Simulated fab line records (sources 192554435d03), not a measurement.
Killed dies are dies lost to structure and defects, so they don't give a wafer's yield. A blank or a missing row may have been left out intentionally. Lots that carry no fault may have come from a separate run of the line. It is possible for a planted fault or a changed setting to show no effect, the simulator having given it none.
A struck lot beside a sound one / flow n5_finfet / 28 out of 1938 route steps
Sound: these wafers, L741.1, L741.4, L741.5. The struck wafers were L749.3, L749.5, L749.6. Last of all comes the cause.
Order at every step that has rows: each side's tool, ch and its chambers, its first start. Under that, the readings that differ: sound wafers / struck wafers / difference of the means / sigmas: that difference in standard deviations of wafers without a fault.
alike: readings with means less than 2 such deviations apart, plus words and numbers identical on both sides. not compared: withheld readings, readings lacking a value on some wafer, bounds such as >300 that could conceal the same value, and numbers that have no deviation in the record and whose values overlap.
Wherever a step has rows on one side only, a row that says differs or no value, or a row with sigmas, the two part there. Numbers that don't overlap but have no deviation are shown without sigmas and don't part them. A reading missing from all wafers of one side parts the sides only when that side holds two or more wafers.

N5_STI_FIN_REVEAL_ALD_14: deposits Si3N4, target thk 3 nm.
  sound on ald_sin-01 ch 2,3, day 2 03:49; struck on ald_sin-03 ch 0,2,3, day 4 03:26
  alike: heater_power_w
  not compared: since_wet_clean_h
then, 3 steps without rows for these wafers: N5_STI_FIN_REVEAL_FCVD_FILL_01 (material SiO2 flowable, target thk 312 nm, time 512.2 s); N5_STI_FIN_REVEAL_DENSIFY_02 (time 1800 s); N5_STI_FIN_REVEAL_CMP_04 (polishes, stops on Si3N4, t overpolish 4 s, target thk 131.83 nm).
N5_STI_FIN_REVEAL_THK_MEAS_05:
  sound on film_metro-02 at day 2 09:09; struck on film_metro-02 at day 4 08:49
  alike: thk_nm
N5_STI_FIN_REVEAL_DENSIFY_30:
  sound on rtp_anneal-01 ch 0, day 2 09:11; struck on rtp_anneal-02 ch 0, day 4 08:54
  alike: lamp_power_pct, lamp_zone_2_pct
  not compared: wafer_temp_C_max
N5_STI_FIN_REVEAL_ETCHBACK_08: etches SiO2 in C4F6/O2, target depth 30.5 nm, time 10.167 s.
  sound on rie_diel-04 ch 0,1,3, day 2 09:23; struck on rie_diel-05 ch 0,1, day 4 09:03
  alike: drypump_motor_current_A, oes_product_au, rf_vpp_V, showerhead_plenum_p_Torr, throttle_valve_pct
  not compared: rf_hours_counter_h
then, 5 steps without rows for these wafers: N5_STI_FIN_REVEAL_STRIP_24 (strips in N2/H2, time 90 s); N5_STI_FIN_REVEAL_PRECLEAN_25 (cleans in SPM, time 90 s); N5_STI_FIN_REVEAL_PRECLEAN_26 (cleans in SC1, time 45 s); N5_STI_FIN_REVEAL_PRECLEAN_29 (cleans in DHF, time 30 s); N5_STI_FIN_REVEAL_SRD_12 (time 30 s).
N5_STI_FIN_REVEAL_RECESS_09: chemistry HF/NH3, target SiO2, afs cycles 11, target depth 42.5 nm, sublimation time 60 s.
  sound on vapor_etch-02 ch 0,1, day 2 09:38; struck on vapor_etch-02 ch 0,1, day 4 09:50
reading=model.etch.depth_nm (nm); sound=42.83 42.83 42.83; struck=30.99 30.99 30.99; difference=-11.84; sigmas=
  alike: drypump_motor_current_A
then, 2 steps without rows for these wafers: N5_STI_FIN_REVEAL_STRIP_16 (strips SiNx in H3PO4, target depth 23.8 nm); N5_STI_FIN_REVEAL_PRECLEAN_17 (cleans in NF3:NH3, afs cycles 1, time 20 s, sublimation time 60 s).
N5_STI_FIN_REVEAL_ETCH_34: etches Si in H2, material Si, target depth 0.97 nm.
  sound on rie_si-06 ch 0,1,2, day 2 12:16; struck on rie_si-06 ch 0,1,3, day 4 11:23
  alike: drypump_motor_current_A, oes_product_au, throttle_valve_pct
  not compared: rf_hours_counter_h
then, 4 steps without rows for these wafers: N5_STI_FIN_REVEAL_OXIDATION_31 (chemistry O2 PLASMA REMOTE, time 20 s); N5_STI_FIN_REVEAL_PRECLEAN_32 (cleans in NF3:NH3, afs cycles 1, time 20 s, sublimation time 60 s); N5_STI_FIN_REVEAL_STRIP_35 (strips Si3N4 in H3PO4, target depth 4 nm, time 39 s); N5_STI_FIN_REVEAL_SRD_21 (time 30 s).
N5_STI_FIN_REVEAL_OXIDATION_33: chemistry O2 PLASMA REMOTE, time 20 s.
  sound on plasma_asher-01 ch 0,1, day 2 12:41; struck on plasma_asher-02 ch 0,1, day 4 11:49
  alike: drypump_motor_current_A, heater_power_w, o2_flow_sccm
  not compared: rf_hours_counter_h
then, 2 steps without rows for these wafers: N5_STI_FIN_REVEAL_CLEAN_19 (cleans in O3/DIW, time 120 s); N5_STI_FIN_REVEAL_SRD_23 (time 30 s).
N5_STI_FIN_REVEAL_CD_MEAS_22: target cd 6.238 nm, pitch 28 nm.
  sound on cd_sem-01 at day 2 12:50; struck on cd_sem-01 at day 4 11:58
  alike: cd_nm
N5_STI_FIN_REVEAL_FIN_H_MEAS_10:
  sound on ocd-01 at day 2 12:52; struck on ocd-01 at day 4 12:00
reading=trench_depth_nm (nm); sound=52.1 52.3 51.8; struck=40.1 40.4 40.5; difference=-11.7; sigmas=-17
then, 1 step without rows for these wafers: N5_STI_FIN_REVEAL_PRECLEAN_18 (cleans in SC2, time 45 s).
-- here the record skips 5 days between the struck wafers' starts before and after, leaving off in module STI_FIN_REVEAL and picking up in module BEOL_M4 (first step shown: number 1111 of the route) --
N5_BEOL_M4_RC_MEAS_101:
  sound on prober-02 ch 0, day 7 23:11; struck on prober-01 ch 0, day 9 20:51
  alike: DIBL_N, DIBL_P, IOFF_N, IOFF_P, ION_N, ION_P, SS_N, SS_P, VT_N, VT_P
then, 1 step without rows for these wafers: N5_PASSIVATION_PROBE_49.

## WHERE THEY PART
Only at N5_STI_FIN_REVEAL_FIN_H_MEAS_10, within this record. Later steps at which nothing parts them and some readings are alike: N5_BEOL_M4_RC_MEAS_101.

WHY: what the simulator had put in
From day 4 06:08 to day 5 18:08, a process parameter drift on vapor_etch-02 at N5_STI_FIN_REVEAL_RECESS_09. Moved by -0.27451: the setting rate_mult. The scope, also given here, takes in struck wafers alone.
